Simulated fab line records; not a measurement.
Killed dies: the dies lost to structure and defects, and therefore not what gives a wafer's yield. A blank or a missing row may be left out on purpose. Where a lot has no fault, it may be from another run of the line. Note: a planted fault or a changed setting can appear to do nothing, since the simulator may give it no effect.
Which tool was responsible? | flow nand_harc | 13 lots, 36 wafers sampled, at 6 steps of a route of 1302

## WHAT THE GAUGES SHOWED, per wafer
NHARC_A_CHANNEL_FILL_D1_INSPECT_13.
lot  | measured     | on                | raw_defect_count
L529 | day 12 02:12 | defect_inspect-02 | 222 331 209
L530 | day 12 02:10 | defect_inspect-02 | 338 281 358
L532 | day 12 22:23 | defect_inspect-02 | 402 267 223
L533 | day 13 12:21 | defect_inspect-02 | 223 430 312
L534 | day 13 23:23 | defect_inspect-01 | 307 462 534
L538 | day 15 03:28 | defect_inspect-02 | 173 155 454
L537 | day 15 03:28 | defect_inspect-01 | 262 414 300
L541 | day 16 16:28 | defect_inspect-02 | 188 254 251
L540 | day 16 20:06 | defect_inspect-02 | 597 331 319
L543 | day 17 09:05 | defect_inspect-01 | 447 330
L544 | day 17 21:49 | defect_inspect-01 | 352 319
L546 | day 18 19:14 | defect_inspect-01 | 198 248
L550 | day 20 11:34 | defect_inspect-02 | 396 235 177

NHARC_A_ONON_D2_THK_MEAS_24: measures by ellipsometry.
lot  | measured     | on            | thk_nm (nm)
L529 | day 13 22:17 | film_metro-02 | 1012 1013 1011
L530 | day 13 22:24 | film_metro-01 | 982 982 981
L532 | day 15 17:36 | film_metro-02 | 1005 1006 1005
L533 | day 15 17:36 | film_metro-01 | 1009 1010 1009
L534 | day 15 17:34 | film_metro-02 | 1009 1008 1010
L538 | day 17 05:16 | film_metro-02 | 998 999 999
L537 | day 17 05:24 | film_metro-02 | 1006 1008 1006
L541 | day 18 16:04 | film_metro-01 | 993 991 992
L540 | day 18 16:05 | film_metro-01 | 993 993 993
L543 | day 19 12:32 | film_metro-02 | 1200 986
L544 | day 19 21:28 | film_metro-02 | 1225 1009
L546 | day 20 17:35 | film_metro-01 | 1206 993
L550 | day 22 11:55 | film_metro-02 | 989 990 988

NHARC_END_SORT_01.
lot  | measured     | on        | killed_at_array | killed_at_other | killed_at_periphery | killed_dies | killed_open | killed_short
L543 | day 30 23:14 | prober-02 | 664 45          | 2 1             | 11 3                | 677 49      | 2 5         | 4 2
L544 | day 31 14:49 | prober-01 | 676 32          | 0 0             | 1 1                 | 677 33      | 4 2         | 2 1
L546 | day 33 07:31 | prober-02 | 673 66          | 1 8             | 3 3                 | 677 77      | 3 5         | 2 5

## WHAT TOOL EACH LOT RAN ON (gives the tool, then ch and the chambers of the sampled wafers, and finally the start)
lot  | NHARC_A_CHANNEL_FILL_D1_ETCHBACK_19 | NHARC_A_DECK1_JOINT_ETCHBACK_00  | NHARC_A_ONON_D2_DEP_22
L529 | rie_si-05 ch 1,2, day 11 02:23      | rie_si-03 ch 0,1, day 12 12:55   | pecvd_onon-01 ch 0, day 13 21:50
L530 | rie_si-01 ch 0,1,2, day 11 02:23    | rie_si-02 ch 1,2,3, day 12 12:55 | pecvd_onon-04 ch 0, day 13 21:53
L532 | rie_si-05 ch 1,2,3, day 11 22:31    | rie_si-03 ch 0,1, day 14 08:08   | pecvd_onon-04 ch 0, day 15 17:09
L533 | rie_si-01 ch 0,1, day 12 12:11      | rie_si-02 ch 0,1,3, day 14 08:07 | pecvd_onon-02 ch 0, day 15 17:05
L534 | rie_si-05 ch 0,1,3, day 12 22:22    | rie_si-04 ch 1, day 14 10:59     | pecvd_onon-01 ch 0, day 15 17:04
L538 | rie_si-05 ch 1,2, day 14 03:40      | rie_si-03 ch 1,2,3, day 15 15:46 | pecvd_onon-02 ch 0, day 17 04:53
L537 | rie_si-06 ch 1,3, day 14 03:40      | rie_si-04 ch 0,1,2, day 15 15:44 | pecvd_onon-04 ch 0, day 17 04:57
L541 | rie_si-06 ch 0,2,3, day 15 16:56    | rie_si-03 ch 1,2,3, day 17 07:59 | pecvd_onon-01 ch 0, day 18 15:34
L540 | rie_si-06 ch 1,3, day 15 20:05      | rie_si-04 ch 0,3, day 17 07:59   | pecvd_onon-04 ch 0, day 18 15:38
L543 | rie_si-01 ch 1,3, day 16 08:31      | rie_si-04 ch 0,1, day 17 19:49   | pecvd_onon-04 ch 0, day 19 12:09
L544 | rie_si-01 ch 1,2, day 16 21:54      | rie_si-03 ch 0,1, day 18 08:32   | pecvd_onon-04 ch 0, day 19 21:11
L546 | rie_si-05 ch 3, day 17 22:28        | rie_si-02 ch 2, day 19 06:01     | pecvd_onon-04 ch 0, day 20 17:11
L550 | rie_si-06 ch 1,2,3, day 19 09:52    | rie_si-03 ch 1,2,3, day 20 22:17 | pecvd_onon-02 ch 0, day 22 11:27
- NHARC_A_CHANNEL_FILL_D1_ETCHBACK_19: etches the open film in HBr/Cl2, target depth 5 nm, time 1.7 s.
- NHARC_A_DECK1_JOINT_ETCHBACK_00: etches the open film in HBr, target depth 30 nm, time 17.4 s.
- NHARC_A_ONON_D2_DEP_22: target thk 1000 nm.

## WHAT THE TOOLS THEMSELVES READ (means of the sampled wafers that have a number; where no wafer has one, the mark that the record gives instead)
NHARC_A_CHANNEL_FILL_D1_ETCHBACK_19.
lot  | tool      | drypump_motor_current_A (A) | oes_product_au (a.u.) | throttle_valve_pct (%)
L529 | rie_si-05 | 5.9                         | 1.011                 | 26.398
L530 | rie_si-01 | 6.0                         | 0.996                 | 26.408
L532 | rie_si-05 | 5.9                         | 1.004                 | 26.392
L533 | rie_si-01 | 6.1                         | 0.994                 | 26.405
L534 | rie_si-05 | 5.9                         | 0.993                 | 26.414
L538 | rie_si-05 | 6.4                         | 1.017                 | 26.410
L537 | rie_si-06 | 5.8                         | 0.990                 | 26.413
L541 | rie_si-06 | 6.0                         | 0.990                 | 26.410
L540 | rie_si-06 | 5.8                         | 0.990                 | 26.401
L543 | rie_si-01 | 6.0                         | 1.000                 | 26.419
L544 | rie_si-01 | 6.0                         | 1.000                 | 26.422
L546 | rie_si-05 | 5.6                         | 1.007                 | 26.410
L550 | rie_si-06 | 5.6                         | 0.996                 | 26.395

NHARC_A_DECK1_JOINT_ETCHBACK_00.
lot  | tool      | drypump_motor_current_A (A) | oes_product_au (a.u.) | throttle_valve_pct (%)
L529 | rie_si-03 | 6.4                         | 0.999                 | 23.269
L530 | rie_si-02 | 5.7                         | 0.995                 | 23.254
L532 | rie_si-03 | 6.3                         | 1.000                 | 23.271
L533 | rie_si-02 | 5.3                         | 1.000                 | 23.260
L534 | rie_si-04 | 5.3                         | 0.994                 | 23.272
L538 | rie_si-03 | 5.9                         | 1.000                 | 23.262
L537 | rie_si-04 | 6.1                         | 1.008                 | 23.269
L541 | rie_si-03 | 5.9                         | 1.004                 | 23.274
L540 | rie_si-04 | 6.1                         | 1.004                 | 23.264
L543 | rie_si-04 | 5.8                         | 1.007                 | 23.270
L544 | rie_si-03 | 6.2                         | 1.007                 | 23.257
L546 | rie_si-02 | 6.2                         | 0.998                 | 23.271
L550 | rie_si-03 | 5.9                         | 0.998                 | 23.266

NHARC_A_ONON_D2_DEP_22.
lot  | tool          | n2_flow_sccm (sccm) | sih4_flow_sccm (sccm)
L529 | pecvd_onon-01 | 2757                | 210.4
L530 | pecvd_onon-04 | 2744                | 209.7
L532 | pecvd_onon-04 | 2756                | 209.8
L533 | pecvd_onon-02 | 2747                | 210.5
L534 | pecvd_onon-01 | 2753                | 208.8
L538 | pecvd_onon-02 | 2751                | 210.4
L537 | pecvd_onon-04 | 2755                | 209.8
L541 | pecvd_onon-01 | 2755                | 210.3
L540 | pecvd_onon-04 | 2749                | 211.3
L543 | pecvd_onon-04 | 2752                | 209.2
L544 | pecvd_onon-04 | 2758                | 209.6
L546 | pecvd_onon-04 | 2746                | 211.2
L550 | pecvd_onon-02 | 2744                | 210.3

## THE ANSWER, worked out from the rows above alone
Rule: the usual values come from the lots themselves. Put in order of their means at a reading, lots are off if they are a third of the lots or fewer, leave a main group of 4 or more, and stand apart from it by a gap of 3 or more times the standard deviation of the main group's means; of several such gaps the widest counts. Not used: any main group whose means are identical at the precision the tables above print for the reading. A lot without any number at a reading at which 4 lots or more have one is off too. The other lots that the step has rows for count as sound. Order of review: gauges by route order, followed by the tools' own readings, for which a lot's mean as printed above is used. The first step at which some lot is off is used, and at that step the reading that is off furthest; a lot without a number counts as furthest.
Off: L543, L544, L546, at NHARC_A_ONON_D2_THK_MEAS_24 (thk_nm). The main group: mean 1000 nm, standard deviation 9.8.
A tool fits if, at a process step before that reading, it ran every lot that is off, and no sound lot after the first of them. Gauges at NHARC_A_ONON_D2_THK_MEAS_24: tried the same way as those tools. One fits: pecvd_onon-04 at NHARC_A_ONON_D2_DEP_22. Its last sound lot is L540 (day 18 15:38), its first lot that is off L543 (day 19 12:09): a fault that began between those two fits.

## WHAT THE SIMULATOR HAD INSERTED
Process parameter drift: pecvd_onon-04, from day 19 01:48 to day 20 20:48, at NHARC_A_ONON_D2_DEP_22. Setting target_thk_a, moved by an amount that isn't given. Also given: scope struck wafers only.
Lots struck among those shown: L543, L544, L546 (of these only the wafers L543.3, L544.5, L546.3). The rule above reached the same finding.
